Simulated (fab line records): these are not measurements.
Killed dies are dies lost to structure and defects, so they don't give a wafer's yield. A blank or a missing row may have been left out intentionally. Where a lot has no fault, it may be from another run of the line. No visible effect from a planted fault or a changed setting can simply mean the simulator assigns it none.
Chamber matching ; flow n5-finfet ; N5_BEOL_M6_DEP_56 on pecvd-02: 3 sister chambers
The step deposits SiCN from 3MS/NH3, target thk 10 nm, time 17.5 s. 16 wafers are shown with their chamber, then 8 later ones without.

== EACH WAFER AND ITS CHAMBER ==
wafer;chamber;throttle-valve-pct (%);showerhead-plenum-p-Torr (Torr);chamber-pressure-Torr (Torr)
L078.1;0;9.5;3.668;3.004
L078.3;2;8.7;3.664;3.003
L078.5;1;9.7;3.668;3.003
L076.1;2;8.6;3.660;2.999
L076.3;1;9.5;3.666;3.005
L076.5;2;9.0;3.657;2.992
L079.1;0;9.5;3.667;3.005
L079.2;2;9.0;3.660;3.006
L079.4;0;9.6;3.664;2.999
L080.2;2;9.1;3.663;3.003
L080.4;0;9.5;3.663;2.999
L080.5;1;9.3;3.669;2.999
L081.1;2;8.9;3.659;3.000
L081.5;0;9.3;3.660;3.000
L081.6;2;8.7;3.661;2.994
L084.1;1;9.6;3.673;3.003

SIGNATURES, as means of the wafers listed above
reading;chamber 0;chamber 1;chamber 2;scatter within a chamber
throttle-valve-pct;9.480;9.525;8.857;0.165
showerhead-plenum-p-Torr;3.66440;3.66900;3.66057;0.00279
chamber-pressure-Torr;3.00140;3.00250;2.99957;0.00398
Rule: a wafer lies at a distance from a chamber equal to the root of the sum of squares, over the readings, of (its reading less the chamber's mean, divided by the reading's scatter). The wafer belongs to the nearest chamber; if the next one is less than 2 further off, it can't be placed. The scatter is the square root of a quotient: the sum, over the shown wafers, of each reading's squared deviation from its chamber's mean, divided by wafers minus chambers.

== WAFERS WHOSE CHAMBER IS MISSING ==
wafer;throttle-valve-pct (%);showerhead-plenum-p-Torr (Torr);chamber-pressure-Torr (Torr)
L084.2;8.5;3.666;2.996
L084.3;9.4;3.669;3.010
L088.3;9.3;3.660;3.004
L088.4;8.7;3.665;3.008
L088.6;9.4;3.663;2.999
L092.1;9.2;3.676;3.001
L092.2;9.2;3.670;3.000
L092.5;9.7;3.656;3.004

== CHAMBER TAKEN BY EACH ==
wafer;from the rows above;in truth
L084.2;2;2
L084.3;can't be placed: 1 or 0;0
L088.3;can't be placed: 0 or 2 or 1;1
L088.4;2;2
L088.6;can't be placed: 0 or 1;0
L092.1;can't be placed: 1 or 0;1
L092.2;can't be placed: 1 or 0 or 2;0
L092.5;can't be placed: 0 or 1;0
Correctly placed: 2 of 8. Can't be placed from these rows: 6 (the true chamber is among the candidates in 6). Number placed wrongly: 0.
